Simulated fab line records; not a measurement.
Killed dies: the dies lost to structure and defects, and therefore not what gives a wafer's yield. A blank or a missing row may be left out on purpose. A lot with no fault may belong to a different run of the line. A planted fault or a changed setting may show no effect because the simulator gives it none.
Which tool is to blame?    flow nandHarc    24 lots with 72 wafers sampled at 6 steps, on a route of 1159 steps

== WHAT THE GAUGES READ, wafer by wafer ==
NHARC_P_M1_CD_MEAS_16. Usual: cdNm reads 130.2 nm (standard deviation 0.85).
lot   measured      on        cdNm (nm)          flag
L074  day 6 01:37   cdSem-01  129.3 130.0 129.1  
L075  day 6 01:58   cdSem-02  129.4 129.9 131.7  
L076  day 6 08:43   cdSem-01  130.1 130.7 130.4  
L077  day 6 15:51   cdSem-01  131.3 131.2 131.5  
L078  day 6 16:44   cdSem-02  130.7 130.0 131.5  
L079  day 7 09:19   cdSem-01  130.4 131.3 130.0  
L080  day 7 11:39   cdSem-03  130.7 131.0 129.7  
L081  day 7 21:56   cdSem-03  129.8 130.0 128.7  
L082  day 7 23:06   cdSem-01  129.3 131.5 130.3  
L083  day 7 23:59   cdSem-01  130.6 131.1 132.0  
L084  day 8 12:29   cdSem-01  131.4 132.0 130.6  
L085  day 8 16:54   cdSem-02  129.7 129.6 130.1  
L088  day 9 03:02   cdSem-01  129.6 129.6 129.3  
L086  day 9 06:59   cdSem-02  130.5 130.1 130.7  
L087  day 9 08:08   cdSem-02  128.5 129.9 130.4  
L089  day 9 22:46   cdSem-03  129.2 129.1 130.0  
L091  day 10 05:26  cdSem-02  129.7 131.8 130.3  
L090  day 10 06:05  cdSem-03  129.5 129.4 129.3  
L093  day 10 14:16  cdSem-01  129.1 130.0 128.6  
L092  day 10 15:31  cdSem-02  129.7 129.3 129.4  
L094  day 11 00:55  cdSem-03  131.3 132.1 132.2  
L095  day 11 01:13  cdSem-03  130.4 129.6 129.8  
L096  day 11 15:21  cdSem-03  129.8 129.7 129.4  
L097  day 11 15:46  cdSem-01  128.1 130.1 130.6  

NHARC_P_M1_THK_MEAS_24: measures by xrf. Usual: thkNm reads 157.8 nm (standard deviation 1.5).
lot   measured      on            thkNm (nm)         flag
L074  day 6 03:43   filmMetro-01  155.9 159.0 154.7  
L075  day 6 04:05   filmMetro-02  158.2 158.1 158.4  
L076  day 6 10:49   filmMetro-02  159.8 160.2 156.4  
L077  day 6 17:58   filmMetro-01  157.2 157.1 154.9  
L078  day 6 18:50   filmMetro-02  159.7 157.7 159.2  
L079  day 7 11:28   filmMetro-01  158.1 156.5 156.4  
L080  day 7 13:53   filmMetro-01  157.0 159.4 158.7  
L081  day 8 00:04   filmMetro-01  155.8 156.6 156.8  
L082  day 8 01:20   filmMetro-02  156.0 157.2 161.1  
L083  day 8 02:13   filmMetro-02  158.2 157.0 159.0  
L084  day 8 14:35   filmMetro-01  158.2 160.1 155.5  
L085  day 8 19:02   filmMetro-02  158.7 157.7 157.2  
L088  day 9 05:11   filmMetro-02  158.2 157.7 160.1  
L086  day 9 09:06   filmMetro-01  158.3 156.8 156.8  
L087  day 9 10:15   filmMetro-02  158.0 155.2 156.4  
L089  day 10 00:52  filmMetro-02  156.2 155.3 156.0  
L091  day 10 07:35  filmMetro-01  157.2 159.9 156.3  
L090  day 10 08:13  filmMetro-01  155.4 156.7 157.7  
L093  day 10 16:23  filmMetro-01  160.0 158.4 158.3  
L092  day 10 17:37  filmMetro-02  156.7 155.8 155.2  
L094  day 11 03:01  filmMetro-01  156.8 159.0 160.2  
L095  day 11 03:21  filmMetro-01  159.5 158.0 157.9  
L096  day 11 17:28  filmMetro-02  157.7 160.1 157.8  
L097  day 11 17:53  filmMetro-01  157.2 158.5 157.3  

NHARC_P_M2_CD_MEAS_09 targets a cd of 170 nm. Usual: cdNm reads 169.8 nm (standard deviation 0.56).
lot   measured      on        cdNm (nm)          flag
L074  day 6 05:08   cdSem-01  169.2 168.9 169.9  
L075  day 6 05:49   cdSem-03  169.3 169.1 168.4  
L076  day 6 12:21   cdSem-03  169.7 169.8 169.7  
L077  day 6 19:25   cdSem-02  170.3 170.5 170.5  
L078  day 7 00:09   cdSem-02  169.8 170.2 170.1  
L079  day 7 13:00   cdSem-03  169.7 169.8 170.3  
L080  day 7 15:28   cdSem-01  170.2 170.5 170.9  
L081  day 8 01:49   cdSem-03  170.0 169.3 169.5  
L082  day 8 03:05   cdSem-02  169.3 169.1 169.9  
L083  day 8 03:48   cdSem-01  169.6 169.9 170.5  
L084  day 8 16:02   cdSem-01  169.9 170.0 169.8  
L085  day 8 20:27   cdSem-02  170.7 169.9 170.0  
L088  day 9 06:39   cdSem-02  168.8 168.8 169.7  
L086  day 9 10:38   cdSem-01  169.5 169.9 169.8  
L087  day 9 11:41   cdSem-02  170.7 169.8 169.7  
L089  day 10 02:26  cdSem-03  168.6 169.3 169.9  
L091  day 10 09:01  cdSem-02  169.7 169.9 170.2  
L090  day 10 09:47  cdSem-01  170.2 170.2 170.6  
L093  day 10 17:55  cdSem-02  169.5 170.5 170.2  
L092  day 10 19:02  cdSem-03  170.9 170.5 170.9  
L094  day 11 04:43  cdSem-03  169.8 169.1 168.9  
L095  day 11 05:16  cdSem-02  169.9 169.7 169.1  
L096  day 11 18:52  cdSem-01  169.4 169.5 169.2  
L097  day 11 19:26  cdSem-02  170.5 170.2 169.8  

== TOOL THAT RAN EACH LOT (tool first, then ch and the chambers of the sampled wafers, then the start) ==
lot   NHARC_P_CONTACT_CVD_23                   NHARC_P_M1_DESCUM_14               NHARC_P_M1_ANNEAL_31
L074  cvdW-02 ch 0,1, day 6 01:19 or earlier   rieDiel-04 ch 0,2,3, day 6 01:19   rtpAnneal-02 ch 0, day 6 03:04
L075  cvdW-02 ch 0,1, day 6 01:40 or earlier   rieDiel-11 ch 0,1,2, day 6 01:40   rtpAnneal-01 ch 0, day 6 03:26
L076  cvdW-02 ch 0,1, day 6 08:24 or earlier   rieDiel-10 ch 2,3, day 6 08:24     rtpAnneal-01 ch 0, day 6 10:09
L077  cvdW-02 ch 0,1, day 6 15:32 or earlier   rieDiel-10 ch 0,1, day 6 15:32     rtpAnneal-01 ch 0, day 6 17:25
L078  cvdW-02 ch 0,1, day 6 16:26 or earlier   rieDiel-10 ch 1,3, day 6 16:26     rtpAnneal-02 ch 0, day 6 18:11
L079  cvdW-01 ch 0,1, day 7 08:42 or earlier   rieDiel-10 ch 2,3, day 7 08:42     rtpAnneal-01 ch 0, day 7 10:54
L080  cvdW-02 ch 0,1, day 7 11:21 or earlier   rieDiel-11 ch 1,2, day 7 11:21     rtpAnneal-02 ch 0, day 7 13:13
L081  cvdW-02 ch 0,1, day 7 21:39 or earlier   rieDiel-11 ch 0,1, day 7 21:39     rtpAnneal-01 ch 0, day 7 23:25
L082  cvdW-02 ch 0,1, day 7 22:48 or earlier   rieDiel-11 ch 0,1, day 7 22:48     rtpAnneal-02 ch 0, day 8 00:40
L083  cvdW-02 ch 0,1, day 7 23:41 or earlier   rieDiel-11 ch 1,2, day 7 23:41     rtpAnneal-02 ch 0, day 8 01:37
L084  cvdW-02 ch 0,1, day 8 12:11 or earlier   rieDiel-11 ch 0,1,3, day 8 12:11   rtpAnneal-01 ch 0, day 8 13:56
L085  cvdW-02 ch 0,1, day 8 16:37 or earlier   rieDiel-04 ch 0,1,3, day 8 16:37   rtpAnneal-01 ch 0, day 8 18:23
L088  cvdW-01 ch 0,1, day 9 01:55 or earlier   rieDiel-04 ch 0,2,3, day 9 01:55   rtpAnneal-02 ch 0, day 9 04:34
L086  cvdW-01 ch 0,1, day 9 06:40 or earlier   rieDiel-04 ch 0,1,3, day 9 06:40   rtpAnneal-01 ch 0, day 9 08:26
L087  cvdW-01 ch 1, day 9 07:50 or earlier     rieDiel-04 ch 0,2,3, day 9 07:50   rtpAnneal-01 ch 0, day 9 09:35
L089  cvdW-01 ch 0,1, day 9 22:26 or earlier   rieDiel-10 ch 1,2, day 9 22:26     rtpAnneal-02 ch 0, day 10 00:22
L091  cvdW-02 ch 1, day 10 05:08 or earlier    rieDiel-11 ch 2,3, day 10 05:08    rtpAnneal-02 ch 0, day 10 06:55
L090  cvdW-02 ch 0,1, day 10 05:47 or earlier  rieDiel-10 ch 0,1, day 10 05:47    rtpAnneal-02 ch 0, day 10 07:34
L093  cvdW-02 ch 0,1, day 10 13:58 or earlier  rieDiel-04 ch 0,1,3, day 10 13:58  rtpAnneal-01 ch 0, day 10 15:44
L092  cvdW-02 ch 1, day 10 15:10 or earlier    rieDiel-04 ch 1,3, day 10 15:10    rtpAnneal-02 ch 0, day 10 16:58
L094  cvdW-02 ch 0,1, day 11 00:36 or earlier  rieDiel-10 ch 0,3, day 11 00:36    rtpAnneal-02 ch 0, day 11 02:28
L095  cvdW-02 ch 0,1, day 11 00:56 or earlier  rieDiel-11 ch 0,2,3, day 11 00:56  rtpAnneal-02 ch 0, day 11 02:48
L096  cvdW-02 ch 0,1, day 11 15:02 or earlier  rieDiel-11 ch 2,3, day 11 15:02    rtpAnneal-01 ch 0, day 11 16:48
L097  cvdW-01 ch 0,1, day 11 15:27 or earlier  rieDiel-04 ch 1,2,3, day 11 15:27  rtpAnneal-02 ch 0, day 11 17:13
- NHARC_P_CONTACT_CVD_23: deposits W, target thk 200 nm, time 557 s.
- NHARC_P_M1_DESCUM_14: chemistry O2, time 3 s.
- NHARC_P_M1_ANNEAL_31: time 90 s.

== AS READ BY THE TOOLS THEMSELVES (means over the sampled wafers that have a number; for cases with no such wafer, the mark the record gives instead) ==
NHARC_P_CONTACT_CVD_23. Usual: heaterPowerW 413 W, standard deviation 36; mfcH2Sccm 1601 sccm, standard deviation 4.8; mfcWf6Sccm 40.02 sccm, standard deviation 0.12; throttleValvePct 7.83 %, standard deviation 0.26.
lot   tool     heaterPowerW (W)  mfcH2Sccm (sccm)  mfcWf6Sccm (sccm)  throttleValvePct (%)  flag
L074  cvdW-02  414               1602              40.16              7.99                  
L075  cvdW-02  394               1596              39.85              7.89                  
L076  cvdW-02  421               1597              40.05              8.00                  
L077  cvdW-02  399               1599              40.05              7.81                  
L078  cvdW-02  399               1599              39.98              7.65                  
L079  cvdW-01  439               1601              40.01              7.68                  
L080  cvdW-02  420               1599              40.08              8.01                  
L081  cvdW-02  399               1599              40.07              7.64                  
L082  cvdW-02  415               1600              39.96              8.14                  
L083  cvdW-02  410               1606              40.10              8.10                  
L084  cvdW-02  413               1603              40.08              8.10                  
L085  cvdW-02  416               1602              39.94              8.06                  
L088  cvdW-01  422               1602              40.17              7.69                  
L086  cvdW-01  441               1603              39.92              7.93                  
L087  cvdW-01  466               1604              39.98              8.00                  
L089  cvdW-01  446               1601              40.10              7.78                  
L091  cvdW-02  448               1602              40.07              7.73                  
L090  cvdW-02  411               1597              40.05              7.64                  
L093  cvdW-02  414               1603              40.03              7.64                  
L092  cvdW-02  443               1596              40.07              7.75                  
L094  cvdW-02  389               1602              40.00              7.80                  
L095  cvdW-02  423               1604              40.00              7.75                  
L096  cvdW-02  388               1601              40.14              7.72                  
L097  cvdW-01  421               1608              39.99              7.80                  

NHARC_P_M1_DESCUM_14. Usual: chamberPressureMTorr 60.00 mTorr, standard deviation 0.053; drypumpMotorCurrentA 5.6 A, standard deviation 0.34; oesProductAu 1.003 a.u., standard deviation 0.01; rfVppV 58.0 V, standard deviation 0.88; showerheadPlenumPTorr 1.94 Torr, standard deviation 0.079; throttleValvePct 11.310 %, standard deviation 0.0088.
lot   tool        chamberPressureMTorr (mTorr)  drypumpMotorCurrentA (A)  oesProductAu (a.u.)  rfVppV (V)  showerheadPlenumPTorr (Torr)  throttleValvePct (%)  flag
L074  rieDiel-04  59.97                         5.8                       1.006                58.5        2.00                          11.310                
L075  rieDiel-11  60.03                         5.6                       1.006                58.0        1.89                          11.308                
L076  rieDiel-10  60.04                         5.4                       1.000                57.4        1.86                          11.313                
L077  rieDiel-10  59.95                         5.3                       1.004                57.6        1.98                          11.311                
L078  rieDiel-10  59.99                         5.3                       1.001                57.7        1.96                          11.309                
L079  rieDiel-10  59.93                         5.4                       1.011                58.0        1.87                          11.303                
L080  rieDiel-11  59.96                         5.5                       1.020                58.2        1.86                          11.311                
L081  rieDiel-11  60.01                         5.7                       1.012                57.0        1.86                          11.304                
L082  rieDiel-11  59.99                         5.7                       1.007                57.0        1.86                          11.305                
L083  rieDiel-11  60.00                         5.5                       1.013                57.1        1.86                          11.305                
L084  rieDiel-11  59.93                         5.5                       0.993                57.2        1.87                          11.312                
L085  rieDiel-04  59.98                         6.0                       1.007                58.8        2.03                          11.318                
L088  rieDiel-04  60.08                         5.8                       1.002                59.1        1.99                          11.317                
L086  rieDiel-04  59.99                         6.0                       0.997                58.2        2.03                          11.309                
L087  rieDiel-04  60.03                         5.8                       0.997                58.3        1.99                          11.309                
L089  rieDiel-10  60.02                         5.2                       1.006                58.0        1.98                          11.311                
L091  rieDiel-11  60.03                         5.3                       0.993                58.9        1.96                          11.314                
L090  rieDiel-10  59.97                         5.4                       1.007                57.8        1.93                          11.312                
L093  rieDiel-04  59.97                         6.0                       1.012                58.5        2.03                          11.310                
L092  rieDiel-04  60.01                         6.1                       1.003                57.9        2.04                          11.316                
L094  rieDiel-10  59.94                         5.5                       1.004                57.6        1.87                          11.306                
L095  rieDiel-11  60.02                         5.5                       0.994                57.8        1.94                          11.309                
L096  rieDiel-11  59.93                         5.2                       1.003                57.5        1.96                          11.314                
L097  rieDiel-04  60.00                         6.0                       1.007                58.0        2.00                          11.306                

NHARC_P_M1_ANNEAL_31. Usual: annealTempCMax 226.5, standard deviation 0.68; wafer_temp_C_max 225.99, standard deviation 0.27.
lot   tool          annealTempCMax  wafer_temp_C_max  flag
L074  rtpAnneal-02  226.0           225.73            
L075  rtpAnneal-01  227.3           226.04            
L076  rtpAnneal-01  227.4           226.22            
L077  rtpAnneal-01  227.0           226.05            
L078  rtpAnneal-02  225.7           226.15            
L079  rtpAnneal-01  226.7           226.15            
L080  rtpAnneal-02  225.8           225.84            
L081  rtpAnneal-01  227.3           226.16            
L082  rtpAnneal-02  225.8           225.94            
L083  rtpAnneal-02  226.1           226.17            
L084  rtpAnneal-01  227.1           226.00            
L085  rtpAnneal-01  226.8           225.84            
L088  rtpAnneal-02  226.3           225.94            
L086  rtpAnneal-01  227.0           226.32            
L087  rtpAnneal-01  227.5           226.03            
L089  rtpAnneal-02  225.8           225.94            
L091  rtpAnneal-02  225.8           226.09            
L090  rtpAnneal-02  226.1           225.63            
L093  rtpAnneal-01  227.1           225.64            
L092  rtpAnneal-02  225.7           225.89            
L094  rtpAnneal-02  226.1           225.93            
L095  rtpAnneal-02  226.1           225.78            
L096  rtpAnneal-01  227.5           225.60            
L097  rtpAnneal-02  225.9           225.93            

== THE ANSWER, worked out from the rows above alone ==
Rule: lot off if the mean of its wafers having a number is beyond 3 standard deviations from the usual mean. A lot without any number at a reading at which 4 lots or more have one is off too. All remaining lots with rows at the step are treated as sound. After the gauges, taken in route order, come the tools' own readings; for these a lot's mean is taken, as printed above. The first step at which some lot is off is used, and at that step the reading that is off furthest; a lot without a number counts as furthest.
No lot is off at any reading shown: from this, nothing can be told.

== WHAT THE SIMULATOR HAD PUT IN ==
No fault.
